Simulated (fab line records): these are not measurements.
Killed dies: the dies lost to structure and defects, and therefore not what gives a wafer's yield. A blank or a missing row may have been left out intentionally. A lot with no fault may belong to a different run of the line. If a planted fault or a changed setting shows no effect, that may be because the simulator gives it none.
Which tool was responsible? | flow n5 finfet | Sampling: 20 lots, 60 wafers, 3 of 1938 route steps

== WHAT THE GAUGES READ, wafer by wafer ==
N5_FIN_SAQP_THK_MEAS_07.
lot  | measured    | on            | thk nm (nm)
L074 | day 1 21:56 | film metro-01 | 58.9 59.5 58.7
L075 | day 2 02:53 | film metro-01 | 60.1 60.8 61.0
L076 | day 2 10:22 | film metro-01 | 59.3 60.5 60.3
L077 | day 2 15:10 | film metro-02 | 59.0 59.7 60.5
L078 | day 2 21:40 | film metro-01 | 60.0 60.9 60.9
L079 | day 3 03:11 | film metro-02 | 59.1 60.1 60.8
L081 | day 3 15:29 | film metro-01 | 60.1 59.4 59.7
L082 | day 3 21:52 | film metro-01 | 59.6 60.3 60.4
L084 | day 4 09:19 | film metro-01 | 60.1 60.1 60.6
L085 | day 4 18:58 | film metro-02 | 59.5 60.6 60.6
L086 | day 5 01:15 | film metro-02 | 59.4 60.5 60.3
L087 | day 5 05:22 | film metro-02 | 58.9 60.7 60.0
L088 | day 5 09:14 | film metro-02 | 58.0 58.5 59.6
L090 | day 5 21:30 | film metro-02 | 59.4 60.1 59.7
L092 | day 6 09:14 | film metro-01 | 59.9 60.4 60.4
L093 | day 6 15:06 | film metro-01 | 59.3 60.2 60.2
L094 | day 6 20:55 | film metro-02 | 58.5 58.6 60.3
L095 | day 7 03:04 | film metro-01 | 60.1 60.8 61.5
L096 | day 7 08:53 | film metro-02 | 60.3 60.8 60.2
L097 | day 7 15:40 | film metro-01 | 59.4 59.2 58.9

== TOOL THAT RAN EACH LOT (tool first, then ch and the chambers of the sampled wafers, then the start) ==
lot  | N5_ZERO_LAYER_ETCH_17             | N5_PMOS_HMC_CHANNEL_EPI_ETCH_32
L074 | rie diel-01 ch 0,1,3, day 1 12:56 | rie diel-06 ch 0,1,2, day 1 18:08
L075 | rie diel-03 ch 0,2,3, day 1 18:44 | rie diel-03 ch 0,3, day 1 23:19
L076 | rie diel-01 ch 1,2,3, day 2 00:46 | rie diel-01 ch 1,2,3, day 2 06:48
L077 | rie diel-06 ch 1,2, day 2 07:01   | rie diel-01 ch 0,2,3, day 2 11:30
L078 | rie diel-03 ch 2,3, day 2 13:01   | rie diel-06 ch 1,2, day 2 17:58
L079 | rie diel-01 ch 0,2,3, day 2 18:43 | rie diel-03 ch 2,3, day 2 23:24
L081 | rie diel-06 ch 1,2,3, day 3 06:52 | rie diel-01 ch 0,2, day 3 11:18
L082 | rie diel-03 ch 2,3, day 3 12:43   | rie diel-06 ch 0,1, day 3 17:40
L084 | rie diel-03 ch 0,2, day 4 00:44   | rie diel-06 ch 0,2,3, day 4 05:46
L085 | rie diel-03 ch 0,1,2, day 4 06:50 | rie diel-06 ch 0,2, day 4 11:40
L086 | rie diel-06 ch 0,2,3, day 4 12:45 | rie diel-03 ch 1,3, day 4 17:10
L087 | rie diel-06 ch 0,1, day 4 18:44   | rie diel-06 ch 1,2, day 4 23:03
L088 | rie diel-03 ch 2,3, day 5 01:01   | rie diel-03 ch 1,3, day 5 05:33
L090 | rie diel-03 ch 0,3, day 5 12:50   | rie diel-01 ch 0,2, day 5 17:56
L092 | rie diel-01 ch 0,2,3, day 6 00:43 | rie diel-06 ch 1,2,3, day 6 05:23
L093 | rie diel-06 ch 1,2, day 6 06:51   | rie diel-01 ch 1,2, day 6 11:25
L094 | rie diel-03 ch 1,2,3, day 6 12:43 | rie diel-06 ch 0,2,3, day 6 17:17
L095 | rie diel-03 ch 1,2,3, day 6 18:53 | rie diel-03 ch 0,2,3, day 6 23:12
L096 | rie diel-06 ch 0,2,3, day 7 00:44 | rie diel-03 ch 1,2,3, day 7 05:15
L097 | rie diel-01 ch 1,2,3, day 7 06:50 | rie diel-03 ch 1,3, day 7 11:07
- N5_ZERO_LAYER_ETCH_17: etches SiO2 in CF4, target depth 12 nm, time 13.3 s.
- N5_PMOS_HMC_CHANNEL_EPI_ETCH_32: etches BARC in N2/H2, stops on SiO2, target depth 85.8 nm, time 50.3 s.

== AS READ BY THE TOOLS THEMSELVES (means over the sampled wafers that have a number; for cases with no such wafer, the mark the record gives instead) ==
N5_ZERO_LAYER_ETCH_17.
lot  | tool        | drypump motor current A (A) | oes product au (a.u.) | rf vpp V (V) | showerhead plenum p Torr (Torr) | throttle valve pct (%)
L074 | rie diel-01 | 5.44                        | 0.83                  | 950          | 2.16                            | 15.54
L075 | rie diel-03 | 5.51                        | 0.75                  | 949          | 2.14                            | 15.79
L076 | rie diel-01 | 5.64                        | 0.78                  | 949          | 2.15                            | 15.57
L077 | rie diel-06 | 5.99                        | 0.79                  | 955          | 2.23                            | 15.42
L078 | rie diel-03 | 5.43                        | 0.77                  | 948          | 2.14                            | 15.98
L079 | rie diel-01 | 5.47                        | 0.81                  | 948          | 2.14                            | 15.59
L081 | rie diel-06 | 5.66                        | 0.75                  | 950          | 2.16                            | 15.54
L082 | rie diel-03 | 5.43                        | 0.76                  | 949          | 2.14                            | 16.00
L084 | rie diel-03 | 5.46                        | 0.75                  | 948          | 2.14                            | 15.71
L085 | rie diel-03 | 5.34                        | 0.77                  | 945          | 2.09                            | 15.66
L086 | rie diel-06 | 5.50                        | 0.84                  | 949          | 2.16                            | 15.40
L087 | rie diel-06 | 5.80                        | 0.98                  | 951          | 2.19                            | 15.26
L088 | rie diel-03 | 5.42                        | 0.74                  | 948          | 2.14                            | 16.02
L090 | rie diel-03 | 5.61                        | 0.73                  | 947          | 2.13                            | 15.67
L092 | rie diel-01 | 5.48                        | 0.79                  | 947          | 2.13                            | 15.64
L093 | rie diel-06 | 5.97                        | 0.90                  | 954          | 2.21                            | 15.30
L094 | rie diel-03 | 5.41                        | 0.75                  | 946          | 2.08                            | 15.81
L095 | rie diel-03 | 5.40                        | 0.74                  | 944          | 2.08                            | 15.81
L096 | rie diel-06 | 5.49                        | 0.81                  | 950          | 2.15                            | 15.43
L097 | rie diel-01 | 5.65                        | 0.74                  | 948          | 2.13                            | 15.64

N5_PMOS_HMC_CHANNEL_EPI_ETCH_32.
lot  | tool        | drypump motor current A (A) | h2 flow sccm (sccm) | oes product au (a.u.) | rf vpp V (V) | showerhead plenum p Torr (Torr) | throttle valve pct (%)
L074 | rie diel-06 | 5.80                        | 200.8               | 0.72                  | 526.7        | 2.64                            | 17.70
L075 | rie diel-03 | 5.64                        | 199.9               | 0.65                  | 522.6        | 2.53                            | 17.74
L076 | rie diel-01 | 5.66                        | 200.0               | 0.66                  | 524.5        | 2.56                            | 17.85
L077 | rie diel-01 | 5.48                        | 200.3               | 0.69                  | 523.2        | 2.54                            | 17.86
L078 | rie diel-06 | 5.99                        | 200.6               | 0.67                  | 527.7        | 2.67                            | 17.82
L079 | rie diel-03 | 5.59                        | 200.3               | 0.64                  | 523.8        | 2.54                            | 18.19
L081 | rie diel-01 | 5.28                        | 199.3               | 0.71                  | 524.5        | 2.57                            | 17.94
L082 | rie diel-06 | 5.65                        | 199.4               | 0.73                  | 525.8        | 2.60                            | 17.64
L084 | rie diel-06 | 5.51                        | 199.8               | 0.71                  | 524.5        | 2.57                            | 17.71
L085 | rie diel-06 | 5.63                        | 199.9               | 0.76                  | 525.8        | 2.63                            | 17.56
L086 | rie diel-03 | 5.38                        | 199.9               | 0.66                  | 519.8        | 2.41                            | 17.72
L087 | rie diel-06 | 5.98                        | 201.0               | 0.79                  | 526.0        | 2.63                            | 17.66
L088 | rie diel-03 | 5.54                        | 200.6               | 0.64                  | 522.6        | 2.47                            | 17.95
L090 | rie diel-01 | 5.28                        | 200.1               | 0.69                  | 525.2        | 2.56                            | 17.98
L092 | rie diel-06 | 5.68                        | 199.7               | 0.71                  | 523.8        | 2.57                            | 17.78
L093 | rie diel-01 | 5.65                        | 199.6               | 0.62                  | 524.2        | 2.57                            | 18.02
L094 | rie diel-06 | 5.51                        | 200.0               | 0.69                  | 524.4        | 2.56                            | 17.75
L095 | rie diel-03 | 5.53                        | 200.3               | 0.63                  | 524.3        | 2.53                            | 18.05
L096 | rie diel-03 | 5.40                        | 200.2               | 0.64                  | 521.3        | 2.47                            | 18.01
L097 | rie diel-03 | 5.39                        | 199.3               | 0.65                  | 520.4        | 2.40                            | 17.73

== THE ANSWER, worked out from the rows above alone ==
Rule: what is usual is taken from the lots themselves. Put in order of their means at a reading, lots are off if they are a third of the lots or fewer, leave a main group of 4 or more, and stand apart from it by a gap of 3 or more times the standard deviation of the main group's means; of several such gaps the widest counts. A main group whose means are all the same, to the digits that the tables above print for the reading, isn't used. Also off: a lot with no number at a reading for which 4 or more lots have one. All remaining lots with rows at the step are treated as sound. First the gauges in route order, then the tools' own readings, where a lot's mean is used as printed above. The first step at which some lot is off is used, and at that step the reading that is off furthest; a lot without a number counts as furthest.
No lot is off on any of the readings shown, so nothing can be concluded from this.

== WHAT THE SIMULATOR PUT IN ==
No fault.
